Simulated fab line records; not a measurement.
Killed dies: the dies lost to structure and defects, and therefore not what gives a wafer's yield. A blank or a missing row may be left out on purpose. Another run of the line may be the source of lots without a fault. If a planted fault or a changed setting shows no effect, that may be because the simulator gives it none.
fab line records | flow n5_finfet
[record] lots = 4 wafers = 12 last_day = 16
route steps=1938 shown BEOL_M11@1536 PASSIVATION@1936
lots that met no fault: taken from a fault-free run of the same line
start_h: start of the lot's first displayed wafer, in hours after the record's first day | wait_h: hours since the lot's step before | " unchanged from the row above | L1.1+2: a row that stands for several wafers | - no value present, or no start provided | * or withheld: withheld | < > ~ a bound
route shown NAME@n: names a module that has steps shown in the file, with the first one's number in the route | usual: mean/standard deviation of fault-free wafers | same: alike in all rows | chamber/n: place in a boat | sites: the reading at each site | _std_site: the values' standard deviation | _edge_site: outer sites' mean less inner sites' | radius_mm: how far each site lies from the wafer's centre | mask NAME#n: copy n | behind: the most recent tool/chamber to have shaped the wafer | hold: the reason the lot was held/the length of the hold in hours/how it ended | device: transistor that didn't switch, given as n, p or np | end of line: at the end of the route, the tests of the same wafers | where a step has no rows: the recipe by itself | killed: dies that structure and defects cost at the first sort, which is not the same as the wafer's yield | map: a wafer's dies, x killed, . not, _ none there
set.NAME: the setting that was run; set.NAME@STEP: the one run at that earlier step | model.NAME: the simulator's own value behind a step, which no gauge read
certain route steps with their lots: each step a table, each wafer a row
services: when a tool's chamber went out of use (start_h, in hours from the record's first day, below 0 if earlier), for how many hours, and the reason
[[steps]]
[step N5_BEOL_M11_ILD_DEP_00]
[recipe] material = SiCOH_lowk target_thk_a = 3085.1 temp_c = 300 precursor = DEMS/porogen pressure_torr = 5 rf_w = 500 time_s = 58
[step N5_BEOL_M11_CURE_71]
[recipe] temp_c = 385 time_s = 240 ambient = He/Ar material = SiCOH_lowk
[step N5_BEOL_M11_PECVD_70]
[recipe] material = SiO2 target_thk_a = 200 temp_c = 400 precursor = TEOS/O2 pressure_torr = 5.5 rf_w = 450 teos_flow_sccm = 53.8 gas = O2 flow_sccm = 3000 time_s = 22.7
[step N5_BEOL_M11_HM_DEP_02]
[recipe] material = TiN target_thk_a = 200 temp_c = 25 chamber_pressure_pa = 0.49996
[step N5_BEOL_M11_COAT_59]
[recipe] resist = SOC temp_c = 250 time_s = 60 spin_rpm = 1500 resist_thk_nm = 100
[step N5_BEOL_M11_COAT_60]
[recipe] resist = SiARC temp_c = 220 time_s = 60 spin_rpm = 1500 resist_thk_nm = 30
[step N5_BEOL_M11_COAT_05]
[recipe] resist = CAR-ArF spin_rpm = 1500 resist_thk_nm = 90
[step N5_BEOL_M11_EBR_07]
[recipe] solvent = PGMEA ebr_width_mm = 1.5
[step N5_BEOL_M11_SOFTBAKE_06]
[recipe] temp_c = 110 time_s = 60 resist = CAR-ArF
[step N5_BEOL_M11_EXPOSE_08]
[recipe] mask_id = M11 na = 1.35 source_shape = dipole sigma_inner = 0.411 sigma_outer = 0.611 polarization = te dose_mj = 53.75
[usual] exposure_dose_mJ_cm2 = 53.71/0.047
[same] sigma_outer = 0.611
// columns lot.wafer tool chamber start_h wait_h mask exposure_dose_mJ_cm2
L235.1 arfi_scanner-02 0 232.89 - M11#0 53.65
L235.2 " 0 " " M11#0 53.73
L235.5 " 0 " " M11#0 53.65
L247.2 arfi_scanner-02 0 311.97 - M11#0 58.67
L247.4 " 0 " " M11#0 58.60
L247.6 " 0 " " M11#0 58.63
L250.3 arfi_scanner-02 0 328.76 - M11#0 57.62
L250.4 " 0 " " M11#0 57.60
L250.5 " 0 " " M11#0 57.60
L253.4 arfi_scanner-03 0 338.39 - M11#0 53.77
L253.5 " 0 " " M11#0 53.70
L253.6 " 0 " " M11#0 53.74
[step N5_BEOL_M11_PEB_09]
[recipe] peb_temp_c = withheld peb_time_s = 60 resist = CAR-ArF
[step N5_BEOL_M11_DEVELOP_10]
[recipe] develop_time_s = 30 developer = TMAH resist = CAR-ArF rinse_liquid = diw dry = air_spin dev_temp_c = 23
[step N5_BEOL_M11_CD_MEAS_11]
[recipe] target_cd_nm = 64.1 landing_energy_ev = 500 detector = se_inlens polarity = opening
[usual] cd_nm = 63.8/0.56
// columns lot.wafer tool chamber start_h wait_h cd_nm
L235.1 cd_sem-01 0 233.02 - 63.2
L235.2 " 0 " " 63.0
L235.5 " 0 " " 63.8
L247.2 cd_sem-03 0 312.09 - 69.1
L247.4 " 0 " " 69.0
L247.6 " 0 " " 68.2
L250.3 cd_sem-01 0 328.88 - 67.4
L250.4 " 0 " " 67.3
L250.5 " 0 " " 66.6
L253.4 cd_sem-02 0 338.50 - 64.0
L253.5 " 0 " " 63.5
L253.6 " 0 " " 63.2
[step N5_BEOL_M11_DESCUM_16]
[recipe] chemistry = O2 time_s = 7.9 source_power_w = 50 bias_power_w = 20 pressure_mtorr = 20 rf_frequency_hz = 2.712e+07 temp_c = 40 resist = CAR-ArF o2_flow_sccm = 225
[step N5_BEOL_M11_ETCH_61]
[recipe] chemistry = CF4 target = SiARC target_depth_a = 390 mask_material = CAR-ArF time_s = 65 ion_energy_ev = 80 pressure_mtorr = 40 source_w = 545 bias_w = 36 Ar_flow_sccm = 100 cf4_flow_sccm = 100 ends = cleared
[usual] drypump_motor_current_A = 5.6/0.37 etch_rf_on_time_s = 65.3/1.4 oes_product_au = 0.64/0.078 rf_fwd_power_W = 538.3/2.9 rf_vpp_V = 184.2/1.2 showerhead_plenum_p_Torr = 2.14/0.065 throttle_valve_pct = 15.77/0.22
// columns lot.wafer tool chamber start_h wait_h drypump_motor_current_A etch_rf_on_time_s oes_product_au rf_fwd_power_W rf_hours_counter_h rf_vpp_V showerhead_plenum_p_Torr throttle_valve_pct model.BEOL_M11.cd_offset_nm
L235.1 rie_diel-04 0 233.14 0.0 4.7 66.1 0.58 539.8 220 184.8 2.03 15.77 -0.8
L235.2 " 1 " " 6.1 64.0 0.80 540.9 18 182.6 2.12 15.44 -0.8
L235.5 " 0 " " 4.7 66.2 0.58 537.6 - 183.1 2.03 15.78 -0.8
L247.2 rie_diel-03 3 312.21 0.0 5.2 64.9 0.61 540.3 221 184.5 2.21 15.98 4.6
L247.4 " 0 " " 5.7 66.2 0.59 541.6 - 184.4 2.21 15.91 4.6
L247.6 " 1 " " 5.7 66.8 0.60 539.1 - 184.4 2.13 15.89 4.2
L250.3 rie_diel-01 0 329.00 0.0 5.3 62.9 0.76 534.9 38 185.3 2.17 15.64 3.4
L250.4 " 3 " " 5.8 67.7 0.58 539.3 223 181.5 2.04 15.71 3.2
L250.5 " 0 " " 5.3 62.8 0.77 532.8 - 184.4 2.17 15.63 2.8
L253.4 rie_diel-04 0 338.66 0.0 4.7 65.4 0.56 535.7 250 183.0 2.02 15.85 0
L253.5 " 2 " " 5.8 66.5 0.58 531.6 - 184.5 2.19 15.43 -1
L253.6 " 3 " " 6.0 61.9 0.83 535.8 - 183.5 2.11 15.73 -0.6
[step N5_BEOL_M11_ETCH_62]
[recipe] chemistry = N2/H2 target = SOC target_depth_a = 1100 overetch_a = 220 mask_material = SiARC temp_c = 40 time_s = 165 ion_energy_ev = 200 pressure_mtorr = 30 source_w = 840 bias_w = 150 n2_flow_sccm = 200 h2_flow_sccm = 200
[step N5_BEOL_M11_STRIP_68]
[recipe] chemistry = N2/H2 temp_c = 40 n2_flow_sccm = 200 h2_flow_sccm = 200 rf_frequency_hz = 6e+07
[step N5_BEOL_M11_STRIP_67]
[recipe] chemistry = CF4 resist = SiARC power_w = 300 bias_power_w = 75 pressure_mtorr = 50 cf4_flow_sccm = 150 rf_frequency_hz = 6e+07
[step N5_BEOL_M11_HM_OPEN_17]
[recipe] chemistry = Cl2/BCl3 target_depth_a = 200 overetch_a = 60 target = TiN mask_material = SOC ion_energy_ev = 150 pressure_mtorr = 10 icp_w = 1000 bias_w = 126 Cl2_flow_sccm = 53.25 bcl3_flow_sccm = 21.75 Ar_flow_sccm = 25
[usual] drypump_motor_current_A = 5.9/0.42 oes_product_au = 0.67/0.031 rf_fwd_power_W = 993/3.1 throttle_valve_pct = 22.13/0.17
// columns lot.wafer tool chamber start_h wait_h drypump_motor_current_A oes_product_au rf_fwd_power_W rf_hours_counter_h throttle_valve_pct model.BEOL_M11.cd_offset_nm
L235.1 rie_metal-02 1 233.39 0.0 5.2 0.71 992 31 22.09 -0.8
L235.2 " 0 " " 6.4 0.66 991 46 21.89 -0.8
L235.5 " 1 " " 5.2 0.71 992 - 22.13 -1.2
L247.2 rie_metal-02 1 312.45 0.0 5.2 0.69 991 37 22.13 4.6
L247.4 " 1 " " 5.2 0.68 991 - 22.15 4.2
L247.6 " 1 " " 5.2 0.69 984 - 22.13 4
L250.3 rie_metal-03 1 329.27 0.1 6.2 0.71 989 - 22.54 3.8
L250.4 " 0 " " 6.5 0.67 991 - 22.09 3.2
L250.5 " 0 " " 6.5 0.68 990 - 22.08 2.8
L253.4 rie_metal-01 1 338.93 0.1 5.8 0.63 992 - 22.16 -0.2
L253.5 " 0 " " 5.8 0.65 996 - 22.10 -1
L253.6 " 1 " " 5.8 0.64 995 - 22.17 -0.6
[step N5_BEOL_M11_STRIP_19]
[recipe] chemistry = O2 power_w = 400 temp_c = 40 pressure_mtorr = 30 rf_frequency_hz = 6e+07 bias_power_w = 0 overash_fraction = 0.2 o2_flow_sccm = 225
[step N5_BEOL_M11_CD_MEAS_18]
[recipe] pitch_nm = 140 target_cd_nm = 70
[usual] cd_nm = 69.5/0.57
// columns lot.wafer tool chamber start_h wait_h cd_nm
L235.1 cd_sem-02 - 233.62 0.0 69.1
L235.2 " - " " 69.4
L235.5 " - " " 68.6
L247.2 cd_sem-01 - 312.63 0.1 75.0
L247.4 " - " " 74.1
L247.6 " - " " 74.0
L250.3 cd_sem-03 - 329.42 0.1 73.7
L250.4 " - " " 73.2
L250.5 " - " " 72.7
L253.4 cd_sem-03 - 339.08 0.0 70.0
L253.5 " - " " 69.2
L253.6 " - " " 69.4
[step N5_BEOL_M11_COAT_63]
[recipe] resist = SOC temp_c = 250 time_s = 60 spin_rpm = 1500 resist_thk_nm = 100
[step N5_PASSIVATION_PROBE_49]
[usual] defect_limited_yield = 90.9/1.5 killed_at_M0_to_M3 = 36/9.9 killed_at_M4_up = 13/4.5 killed_at_contacts = 13/6.4 killed_at_front_end = 42/12 killed_at_other = 3.4/3 killed_dies = 107/18 killed_open = 69/13 killed_short = 35/8.2 sort_bin_5_function = 5.3/1.1 sort_bin_6_memory = 3.4/0.69 sort_n_pass = 1073/18 sort_yield_pct = 90.9/1.5
[same] gross_dies = 1180 killed_at_back_side = 0 sort_bin_4_leakage[%] = 0 sort_bin_8_speed[%] = 0
// columns lot.wafer tool chamber start_h wait_h defect_limited_yield[%] killed_at_M0_to_M3 killed_at_M4_up killed_at_contacts killed_at_front_end killed_at_other killed_dies killed_open killed_short sort_bin_5_function[%] sort_bin_6_memory[%] sort_n_pass sort_yield_pct[%]
L235.1 prober-01 - 275.51 0.0 90.3 41 15 13 41 4 114 71 43 6.4 2.8 1066 90.3
L235.2 prober-01 - 275.56 0.1 93.8 29 8 4 23 9 73 44 29 3.2 2.5 1107 93.8
L235.5 prober-01 - 275.71 0.2 92.8 27 7 15 31 5 85 56 29 4.4 2.5 1095 92.8
L247.2 prober-01 - 352.13 0.1 91.8 35 16 10 31 5 97 69 25 5.0 2.7 1083 91.8
L247.4 prober-01 - 352.23 0.2 90.0 54 13 11 39 1 118 69 47 6.2 3.2 1062 90.0
L247.6 prober-01 - 352.33 0.3 92.7 25 9 8 41 3 86 59 26 3.8 3.2 1094 92.7
L250.3 prober-01 - 382.25 0.1 90.9 27 12 15 48 5 107 67 36 5.7 2.9 1073 90.9
L250.4 prober-01 - 382.30 0.2 93.5 20 18 10 26 3 77 50 23 3.6 2.6 1103 93.5
L250.5 prober-01 - 382.35 0.2 93.1 15 11 11 27 17 81 48 29 4.1 2.4 1099 93.1
L253.4 prober-02 - 386.86 0.2 91.2 46 7 11 31 9 104 65 36 5.1 3.6 1076 91.2
L253.5 prober-02 - 386.91 0.2 91.1 56 11 11 20 7 105 66 38 5.6 3.0 1075 91.1
L253.6 prober-02 - 386.96 0.3 90.4 44 14 19 34 2 113 81 30 5.8 3.6 1067 90.4
// killed by level:class
L235.1 BEOL_M0_SAQP:geometric_particle:short=19 BEOL_M0_SAQP:geometric_particle:open=18 FIN_SAQP:geometric_particle:open=15 MOL_CONTACT_COAG:geometric_particle:open=12 FIN_SAQP:geometric_particle:short=9 BEOL_M4:geometric_particle:open=5 STARTING-WAFER:geometric_particle:short=4 STI_FIN_REVEAL:geometric_particle:open=3
L235.2 BEOL_M0_SAQP:geometric_particle:short=8 BEOL_M0_SAQP:geometric_particle:open=7 BEOL_M2:geometric_particle:open=6 STI_FIN_REVEAL:geometric_particle:short=3 STI_FIN_REVEAL:geometric_particle:open=3 ILD0:geometric_particle:open=3 MOL_CONTACT_COAG:geometric_particle:open=3 BEOL_M3:geometric_particle:open=3
L235.5 FIN_SAQP:geometric_particle:open=18 MOL_CONTACT_COAG:geometric_particle:open=9 BEOL_M0_SAQP:geometric_particle:short=8 MOL_CONTACT_COAG:geometric_particle:short=6 BEOL_M3:geometric_particle:open=5 BEOL_M2:geometric_particle:open=4 STARTING-WAFER:geometric_particle:open=3 BEOL_M0_SAQP:geometric_particle:open=3
L247.2 MOL_CONTACT_COAG:geometric_particle:open=10 BEOL_M0_SAQP:geometric_particle:open=9 BEOL_M4:geometric_particle:open=8 BEOL_M2:geometric_particle:open=7 STI_FIN_REVEAL:geometric_particle:open=6 FIN_SAQP:geometric_particle:short=5 BEOL_M1:geometric_particle:open=5 BEOL_M3:geometric_particle:open=4
L247.4 BEOL_M0_SAQP:geometric_particle:short=20 BEOL_M0_SAQP:geometric_particle:open=14 GATE_CUT:geometric_particle:short=11 BEOL_M1:geometric_particle:open=10 STI_FIN_REVEAL:geometric_particle:open=7 MOL_CONTACT_COAG:geometric_particle:open=7 BEOL_M2:geometric_particle:open=6 FIN_SAQP:geometric_particle:open=5
L247.6 STI_FIN_REVEAL:geometric_particle:open=18 BEOL_M0_SAQP:geometric_particle:short=9 MOL_CONTACT_COAG:geometric_particle:open=7 BEOL_M0_SAQP:geometric_particle:open=6 STI_FIN_REVEAL:geometric_particle:short=4 DUMMY_GATE:geometric_particle:open=4 GATE_CUT:geometric_particle:short=4 BEOL_M1:geometric_particle:open=4
L250.3 MOL_CONTACT_COAG:geometric_particle:open=13 FIN_SAQP:geometric_particle:short=9 FIN_SAQP:geometric_particle:open=9 DUMMY_GATE:geometric_particle:open=8 BEOL_M3:geometric_particle:open=8 BEOL_M1:geometric_particle:open=7 STARTING-WAFER:geometric_particle:short=5 BEOL_M0_SAQP:geometric_particle:open=5
L250.4 MOL_CONTACT_COAG:geometric_particle:open=10 BEOL_M4:geometric_particle:open=8 BEOL_M0_SAQP:geometric_particle:short=6 BEOL_M1:geometric_particle:open=5 STARTING-WAFER:geometric_particle:open=5 FIN_SAQP:geometric_particle:short=4 FIN_SAQP:geometric_particle:open=4 STARTING-WAFER:geometric_particle:short=4
L250.5 MOL_CONTACT_COAG:geometric_particle:open=6 BEOL_M4:geometric_particle:open=5 FIN_SAQP:geometric_particle:short=4 GATE_CUT:geometric_particle:open=4 MOL_CONTACT_COAG:geometric_particle:short=4 BEOL_M0_SAQP:geometric_particle:open=4 BEOL_M1:geometric_particle:open=4 PAD_METAL:geometric_particle:short=4
L253.4 BEOL_M0_SAQP:geometric_particle:short=14 MOL_CONTACT_COAG:geometric_particle:open=9 FIN_SAQP:geometric_particle:open=8 BEOL_M0:geometric_particle:open=7 BEOL_M1:geometric_particle:open=7 FIN_SAQP:geometric_particle:short=6 BEOL_M0_SAQP:geometric_particle:open=4 BEOL_M2:geometric_particle:open=4
L253.5 BEOL_M0_SAQP:geometric_particle:short=14 MOL_CONTACT_COAG:geometric_particle:open=11 BEOL_M2:geometric_particle:open=11 BEOL_M3:geometric_particle:open=10 BEOL_M0_SAQP:geometric_particle:open=6 FIN_SAQP:geometric_particle:open=5 BEOL_M3:geometric_particle:short=5 BEOL_M1:geometric_particle:open=3
L253.6 MOL_CONTACT_COAG:geometric_particle:open=15 BEOL_M2:geometric_particle:open=12 FIN_SAQP:geometric_particle:open=11 BEOL_M0_SAQP:geometric_particle:short=7 BEOL_M3:geometric_particle:open=7 BEOL_M5:geometric_particle:open=5 FIN_SAQP:geometric_particle:short=5 BEOL_M0_SAQP:geometric_particle:open=5
[[services]]
// columns tool chamber start_h hours kind
arfi_scanner-02 - 213.93 1.0 pm
arfi_scanner-03 - 228.56 0.8 pm
arfi_scanner-03 - 240.58 1.3 pm
rie_diel-04 0 241.77 2.9 repair
rie_diel-03 3 243.02 4.6 repair
arfi_scanner-02 - 244.73 0.8 repair
rie_metal-03 - 249.95 2.8 pm
arfi_scanner-02 - 252.80 10.6 repair
arfi_scanner-03 - 264.46 1.0 pm
rie_diel-04 3 266.66 7.7 repair
arfi_scanner-02 - 272.26 0.8 pm
arfi_scanner-02 - 274.05 1.3 pm
arfi_scanner-02 0 276.09 - calibration
arfi_scanner-02 - 278.72 1.0 pm
rie_diel-04 3 288.44 - clean
rie_diel-04 3 288.44 - consumable_replace:focus_ring
rie_diel-04 3 288.44 14.5 scheduled_down
rie_metal-02 - 293.03 1.4 pm
rie_diel-03 2 305.25 9.0 repair
rie_diel-01 3 312.30 7.9 repair
rie_diel-01 0 314.42 5.3 repair
arfi_scanner-03 - 322.40 1.0 pm
rie_diel-01 0 332.02 2.5 repair
arfi_scanner-02 - 338.23 0.4 repair
[[key]]
[first_sign] step = N5_BEOL_M11_EXPOSE_08 reading = exposure_dose_mJ_cm2 direction = up sigmas = 94 usual = 53.71 struck = 58.12
[effect] step = N5_BEOL_M11_CD_MEAS_11 reading = cd_nm direction = up sigmas = 7.5 usual = 63.8 struck = 67.9 through = control_loop
[effect] step = N5_BEOL_M11_CD_MEAS_18 reading = cd_nm direction = up sigmas = 7.5 usual = 69.5 struck = 73.8 through = control_loop
[model_effect] step = N5_BEOL_M11_ETCH_61 value = BEOL_M11.cd_offset_nm without = -0.6333 struck = 3.8
[model_effect] step = N5_BEOL_M11_HM_OPEN_17 value = BEOL_M11.cd_offset_nm without = -0.6 struck = 3.767
met_at N5_BEOL_M11_EXPOSE_08
struck_wafers L247.2,L247.4,L247.6,L250.3,L250.4,L250.5
[loop_trim] step = N5_BEOL_M11_EXPOSE_08 setting = dose lots = L250
onset_between 232.89 311.97
[fault] kind = process_parameter_drift tool = arfi_scanner-02 chamber = - onset_h = 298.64 steps = N5_BEOL_M11_EXPOSE_08 channel = dose_mj offset = 4.9009 shape = step acts_in = these_recipes_only stated = 53.75
// loop_trim: a control loop set the setting to another value than it would have without faults
